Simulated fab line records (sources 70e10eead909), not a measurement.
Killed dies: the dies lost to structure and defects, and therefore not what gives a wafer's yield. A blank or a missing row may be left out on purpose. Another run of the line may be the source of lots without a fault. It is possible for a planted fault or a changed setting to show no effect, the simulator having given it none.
The tool behind it: which one? -- flow nand-harc -- 11 lots with 33 wafers sampled at 6 steps, on a route of 1302 steps

## WHAT EACH GAUGE READ, for each wafer
NHARC_A_CHANNEL_HOLE_D2_CD_MEAS_31. Usual: cd-nm 90.0 nm, standard deviation 0.94.
lot,measured,on,cd-nm (nm),flag
L669,day 13 23:44,cd-sem-01,89.4 90.3 90.0,
L670,day 14 08:13,cd-sem-03,89.3 91.2 89.3,
L672,day 15 03:07,cd-sem-02,89.9 88.7 90.1,
L679,day 17 23:04,cd-sem-02,91.1 90.4 90.1,
L680,day 18 07:07,cd-sem-03,88.8 90.1 89.5,
L681,day 19 00:09,cd-sem-03,88.2 88.2 88.6,
L683,day 19 08:03,cd-sem-03,88.0 88.4 89.6,
L685,day 20 13:01,cd-sem-02,90.5 91.7 91.5,
L689,day 22 15:17,cd-sem-01,90.5 91.1 90.8,
L691,day 22 15:47,cd-sem-03,90.5 89.3 89.2,
L690,day 23 03:15,cd-sem-03,89.6 90.3 89.1,

NHARC_A_CHANNEL_HOLE_D2_INSPECT_40. Usual: raw-defect-count 291, standard deviation 84.
lot,measured,on,raw-defect-count,flag
L669,day 13 23:55,defect-inspect-02,339 428 346,
L670,day 14 08:24,defect-inspect-02,238 341 249,
L672,day 15 03:18,defect-inspect-02,305 322 304,
L679,day 17 23:16,defect-inspect-01,829 786 860,OFF
L680,day 18 07:18,defect-inspect-02,903 932 948,OFF
L681,day 19 00:20,defect-inspect-02,947 934 833,OFF
L683,day 19 08:14,defect-inspect-02,240 216 204,
L685,day 20 13:13,defect-inspect-02,197 253 220,
L689,day 22 15:29,defect-inspect-02,389 299 307,
L691,day 22 15:58,defect-inspect-01,410 427 350,
L690,day 23 03:26,defect-inspect-02,229 260 234,

NHARC_END_SORT_01. Usual: killed-at-array 50, standard deviation 14; killed-at-other 0.9, standard deviation 1; killed-at-periphery 3.9, standard deviation 2.5; killed-dies 55, standard deviation 15; killed-open 3.5, standard deviation 1.9; killed-short 2.5, standard deviation 1.7.
lot,measured,on,killed-at-array,killed-at-other,killed-at-periphery,killed-dies,killed-open,killed-short,flag
L679,day 28 15:40,prober-02,127 116 54,0 1 2,1 3 2,128 120 58,4 2 1,2 3 2,OFF
L680,day 29 07:17,prober-01,123 127 115,0 0 0,5 11 6,128 138 121,2 5 4,2 2 2,OFF
L681,day 30 06:58,prober-02,83 150 114,0 0 0,0 2 0,83 152 114,5 3 1,4 2 1,OFF

## WHAT TOOL EACH LOT RAN ON (gives the tool, then ch and the chambers of the sampled wafers, and finally the start)
lot,NHARC_A_CHANNEL_HOLE_D2_ETCH_39,NHARC_A_CHANNEL_HOLE_D2_ETCH_22,NHARC_A_CHANNEL_HOLE_D2_ETCH_24
L669,"rie-diel-02 ch 0,1,2, day 13 10:42","har-etch-02 ch 0, day 13 15:46","har-etch-02 ch 0, day 13 18:17"
L670,"rie-diel-04 ch 1,3, day 13 21:09","har-etch-02 ch 0, day 14 00:16","har-etch-02 ch 0, day 14 02:47"
L672,"rie-diel-04 ch 0,2,3, day 14 15:53","har-etch-02 ch 1, day 14 19:07","har-etch-02 ch 1, day 14 21:38"
L679,"rie-diel-04 ch 2,3, day 17 16:32","har-etch-01 ch 0,1, day 17 18:23","har-etch-01 ch 0,1, day 17 19:38"
L680,"rie-diel-04 ch 0,1,3, day 18 00:38","har-etch-01 ch 0, day 18 02:33","har-etch-01 ch 0, day 18 03:52"
L681,"rie-diel-04 ch 0,2,3, day 18 17:22","har-etch-01 ch 0,1, day 18 19:30","har-etch-01 ch 0,1, day 18 20:45"
L683,"rie-diel-02 ch 1,2,3, day 18 20:25","har-etch-02 ch 0,1, day 19 03:23","har-etch-02 ch 0,1, day 19 04:40"
L685,"rie-diel-02 ch 1,2,3, day 20 06:31","har-etch-01 ch 0,1, day 20 08:28","har-etch-01 ch 0,1, day 20 09:46"
L689,"rie-diel-10 ch 1,2,3, day 22 07:46","har-etch-02 ch 0,1, day 22 10:40","har-etch-02 ch 0,1, day 22 11:55"
L691,"rie-diel-02 ch 2,3, day 22 07:55","har-etch-01 ch 0,1, day 22 11:13","har-etch-01 ch 0,1, day 22 12:31"
L690,"rie-diel-04 ch 0,2,3, day 22 20:46","har-etch-01 ch 1, day 22 22:36","har-etch-01 ch 1, day 22 23:52"
- NHARC_A_CHANNEL_HOLE_D2_ETCH_39: etches the open film in N2/H2, target depth 260 nm, time 325 s.
- NHARC_A_CHANNEL_HOLE_D2_ETCH_22: etches the open film in C4F8/O2/Ar, time 666.7 s, target depth 1600 nm.
- NHARC_A_CHANNEL_HOLE_D2_ETCH_24: etches the open film in C4F8/O2/Ar, time 906.2 s, target depth 1500 nm.

## WHAT THE TOOLS THEMSELVES READ (means of the sampled wafers that have a number; where no wafer has one, the mark that the record gives instead)
NHARC_A_CHANNEL_HOLE_D2_ETCH_39. Usual: drypump-motor-current-A 5.8 A, standard deviation 0.33; oes-product-au 1.000 a.u., standard deviation 0.0065; rf-fwd-power-W 399.1 W, standard deviation 1.2; rf-vpp-V 429.1 V, standard deviation 2.5; showerhead-plenum-p-Torr 1.99 Torr, standard deviation 0.085; throttle-valve-pct 14.172 %, standard deviation 0.0092.
lot,tool,drypump-motor-current-A (A),oes-product-au (a.u.),rf-fwd-power-W (W),rf-vpp-V (V),showerhead-plenum-p-Torr (Torr),throttle-valve-pct (%),flag
L669,rie-diel-02,5.7,1.003,397.7,431.5,2.05,14.172,
L670,rie-diel-04,6.1,0.999,399.4,427.3,1.95,14.172,
L672,rie-diel-04,5.9,1.002,399.9,428.3,1.97,14.169,
L679,rie-diel-04,6.0,1.002,399.3,428.2,1.96,14.176,
L680,rie-diel-04,6.0,0.999,398.9,428.4,1.95,14.181,
L681,rie-diel-04,5.8,1.003,400.0,428.7,1.97,14.163,
L683,rie-diel-02,5.5,0.999,399.3,430.5,2.05,14.171,
L685,rie-diel-02,5.6,0.993,399.7,431.3,2.05,14.172,
L689,rie-diel-10,5.6,1.000,398.8,428.9,1.97,14.167,
L691,rie-diel-02,5.4,0.997,397.5,431.5,2.06,14.181,
L690,rie-diel-04,5.9,1.008,399.6,429.5,1.97,14.174,

NHARC_A_CHANNEL_HOLE_D2_ETCH_22. Usual: drypump-motor-current-A 5.74 A, standard deviation 0.13; showerhead-plenum-p-Torr 3.68 Torr, standard deviation 0.032; throttle-valve-pct 32.155 %, standard deviation 0.0083.
lot,tool,drypump-motor-current-A (A),showerhead-plenum-p-Torr (Torr),throttle-valve-pct (%),flag
L669,har-etch-02,5.63,3.73,32.154,
L670,har-etch-02,5.62,3.72,32.163,
L672,har-etch-02,5.51,3.73,32.157,
L679,har-etch-01,5.86,3.66,32.154,
L680,har-etch-01,5.82,3.66,32.149,
L681,har-etch-01,5.82,3.65,32.149,
L683,har-etch-02,5.59,3.69,32.148,
L685,har-etch-01,5.82,3.64,32.157,
L689,har-etch-02,5.59,3.67,32.152,
L691,har-etch-01,5.84,3.63,32.157,
L690,har-etch-01,5.85,3.62,32.158,

NHARC_A_CHANNEL_HOLE_D2_ETCH_24. Usual: drypump-motor-current-A 5.74 A, standard deviation 0.13; showerhead-plenum-p-Torr 3.67 Torr, standard deviation 0.031; throttle-valve-pct 32.236 %, standard deviation 0.0094.
lot,tool,drypump-motor-current-A (A),showerhead-plenum-p-Torr (Torr),throttle-valve-pct (%),flag
L669,har-etch-02,5.62,3.72,32.243,
L670,har-etch-02,5.62,3.72,32.234,
L672,har-etch-02,5.52,3.72,32.236,
L679,har-etch-01,5.86,3.66,32.241,
L680,har-etch-01,5.83,3.66,32.238,
L681,har-etch-01,5.87,3.65,32.246,
L683,har-etch-02,5.59,3.68,32.231,
L685,har-etch-01,5.84,3.64,32.234,
L689,har-etch-02,5.59,3.66,32.233,
L691,har-etch-01,5.85,3.62,32.243,
L690,har-etch-01,5.85,3.62,32.237,

## THE ANSWER, worked out from the rows above alone
Rule: lot off if the mean of its wafers having a number is beyond 3 standard deviations from the usual mean. A lot without any number at a reading at which 4 lots or more have one is off too. The other lots that the step has rows for count as sound. After the gauges, taken in route order, come the tools' own readings; for these a lot's mean is taken, as printed above. The first step at which some lot is off is used, and at that step the reading that is off furthest; a lot without a number counts as furthest.
Off at NHARC_A_CHANNEL_HOLE_D2_INSPECT_40 (raw-defect-count): L679, L680, L681.
A tool fits if, at a process step before that reading, it ran every lot that is off, and no sound lot after the first of them. The gauges at NHARC_A_CHANNEL_HOLE_D2_INSPECT_40 aren't tried: what is off there is off at NHARC_END_SORT_01 too, on other tools, and a gauge's error can't cause that. Not one of the candidates tried fits.

## WHAT THE SIMULATOR HAD INSERTED
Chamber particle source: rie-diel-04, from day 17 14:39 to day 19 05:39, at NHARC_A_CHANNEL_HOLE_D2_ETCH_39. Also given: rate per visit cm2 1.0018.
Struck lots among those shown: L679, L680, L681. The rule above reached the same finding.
